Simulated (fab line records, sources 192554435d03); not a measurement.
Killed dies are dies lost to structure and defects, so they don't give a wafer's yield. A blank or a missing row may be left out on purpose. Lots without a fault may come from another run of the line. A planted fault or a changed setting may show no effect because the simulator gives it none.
One fault seen from 2 desks | flow n5_finfet | each desk has only its own numbers; what lay behind them comes last

THE METROLOGY DESK
What the gauges read, lot by lot, whatever tool the lot ran on: means of the sampled wafers that have a number. A lot is out of limits, marked OUT, if its mean lies more than 4 standard deviations from the usual mean; the brackets give that distance. Of its 10 readings 7 are shown: those that lie furthest out on some lot.
Columns: A = DIBL_N at N5_BEOL_M4_RC_MEAS_101, usual 36.3 mV/V; B = DIBL_P at N5_BEOL_M4_RC_MEAS_101, usual 36.0 mV/V; C = IOFF_N at N5_BEOL_M4_RC_MEAS_101, usual 0.16 nA/um; D = IOFF_P at N5_BEOL_M4_RC_MEAS_101, usual 0.21 nA/um; E = ION_N at N5_BEOL_M4_RC_MEAS_101, usual 675 uA/um; F = ION_P at N5_BEOL_M4_RC_MEAS_101, usual 464 uA/um; G = VT_P at N5_BEOL_M4_RC_MEAS_101, usual -250 mV
lot  | first seen here | A    | B    | C    | D    | E   | F   | G
L599 | day 9 17:13     | 34.7 | 36.7 | 0.14 | 0.19 | 654 | 450 | -252
L600 | day 9 22:35     | 33.6 | 33.5 | 0.12 | 0.17 | 681 | 464 | -254
L603 | day 14 08:31    | 36.1 | 35.9 | 0.14 | 0.20 | 669 | 458 | -252
L602 | day 14 14:39    | 35.8 | 35.5 | 0.16 | 0.23 | 680 | 467 | -248
This desk's finding: nothing out of limits on any of the 4 lots.

THE TOOL OWNER'S DESK: rie_diel-03
The tool's own readings at N5_BEOL_M4_ETCH_64 (etches SOC in N2/H2, target depth 75 nm, overetch 22.5 nm, time 121.9 s): means of the sampled wafers that have a number, for each lot that ran on this tool. A lot is out of limits, marked OUT, if its mean lies more than 4 standard deviations from the usual mean; the brackets give that distance. Of its 8 readings 7 are shown: those that lie furthest out on some lot.
Columns: A = bias_w at N5_BEOL_M4_ETCH_64, usual 150.0 W; B = drypump_motor_current_A at N5_BEOL_M4_ETCH_64, usual 6.0 A; C = oes_product_au at N5_BEOL_M4_ETCH_64, usual 0.61 a.u.; D = rf_fwd_power_W at N5_BEOL_M4_ETCH_64, usual 836.9 W; E = rf_vpp_V at N5_BEOL_M4_ETCH_64, usual 524 V; F = showerhead_plenum_p_Torr at N5_BEOL_M4_ETCH_64, usual 2.54 Torr; G = temp_c at N5_BEOL_M4_ETCH_64, usual 39.99 C
lot  | first seen here | A     | B   | C    | D     | E   | F    | G
L599 | day 9 10:46     | 149.9 | 5.2 | 0.55 | 833.8 | 525 | 2.59 | 40.15
L600 | day 9 16:28     | 150.0 | 5.2 | 0.55 | 835.2 | 525 | 2.59 | 39.83
L603 | day 13 07:13    | 149.8 | 5.5 | 0.58 | 832.6 | 526 | 2.58 | 39.95
This desk's finding: nothing out of limits on any of the 3 lots.

PUT TOGETHER
The metrology desk saw nothing out of limits.
The tool owner's desk saw nothing out of limits.

WHAT THE SIMULATOR HAD PUT IN
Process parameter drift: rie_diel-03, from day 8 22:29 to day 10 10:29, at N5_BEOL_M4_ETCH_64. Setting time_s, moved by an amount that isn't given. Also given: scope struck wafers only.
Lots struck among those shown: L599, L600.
